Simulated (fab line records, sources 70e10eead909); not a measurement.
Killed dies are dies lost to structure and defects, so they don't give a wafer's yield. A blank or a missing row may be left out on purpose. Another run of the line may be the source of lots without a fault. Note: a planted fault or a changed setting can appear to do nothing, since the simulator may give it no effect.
Chamber matching + flow nandHarc + NHARC_P_M0_STRIP_18 on rieDiel-11 has 4 sister chambers
The step strips in N2/H2. 8 wafers are shown with their chamber, then 11 later ones without.

## WAFERS PAIRED WITH THEIR CHAMBERS
| wafer  | chamber | showerheadPlenumPTorr (Torr) | oesProductAu (a.u.) |
|--------|---------|------------------------------|---------------------|
| L077.5 | 3       | 2.06                         | 0.983               |
| L078.5 | 0       | 1.88                         | 0.996               |
| L082.3 | 1       | 1.89                         | 0.987               |
| L082.6 | 2       | 1.95                         | 0.982               |
| L083.2 | 0       | 1.88                         | 1.002               |
| L083.3 | 2       | 1.95                         | 0.967               |
| L083.4 | 1       | 1.89                         | 1.000               |
| L086.4 | 3       | 2.05                         | 0.990               |

## WAFERS WITH NO CHAMBER GIVEN
| wafer  | showerheadPlenumPTorr (Torr) | oesProductAu (a.u.) |
|--------|------------------------------|---------------------|
| L086.5 | 1.88                         | 1.012               |
| L086.6 | 1.89                         | 0.990               |
| L089.2 | 2.22                         | 1.014               |
| L089.5 | 1.88                         | 1.003               |
| L089.6 | 2.22                         | 1.020               |
| L095.2 | 1.94                         | 0.976               |
| L095.5 | 1.94                         | 0.994               |
| L095.6 | 2.05                         | 0.993               |
| L096.1 | 2.05                         | 0.993               |
| L096.3 | 1.94                         | 0.986               |
| L096.6 | 1.88                         | 0.997               |

## CHAMBER TAKEN BY EACH
| wafer  | from the rows above | in truth                   |
|--------|---------------------|----------------------------|
| L086.5 | 0                   | 0                          |
| L086.6 | 1                   | 1                          |
| L089.2 | 3                   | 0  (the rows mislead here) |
| L089.5 | 0                   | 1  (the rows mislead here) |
| L089.6 | 3                   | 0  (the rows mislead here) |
| L095.2 | 2                   | 2                          |
| L095.5 | 2                   | 2                          |
| L095.6 | 3                   | 3                          |
| L096.1 | 3                   | 3                          |
| L096.3 | 2                   | 2                          |
| L096.6 | 0                   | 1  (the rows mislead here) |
Placed correctly: 7 of 11. Can't be placed from these rows: 0. 4 placed wrongly.
How it was worked out, from the rows above alone: a wafer's distance from a chamber is the root of the sum, over the readings, of the square of ((its reading less the chamber's mean) divided by the reading's scatter). If the next closest chamber is less than 2 further off than the closest, the wafer can't be placed; otherwise it belongs to the closest. Each chamber's mean is taken over the wafers shown for it. The scatter: the root of (the sum of the squares of (reading less its chamber's mean) over the shown wafers, divided by (wafers less chambers)).
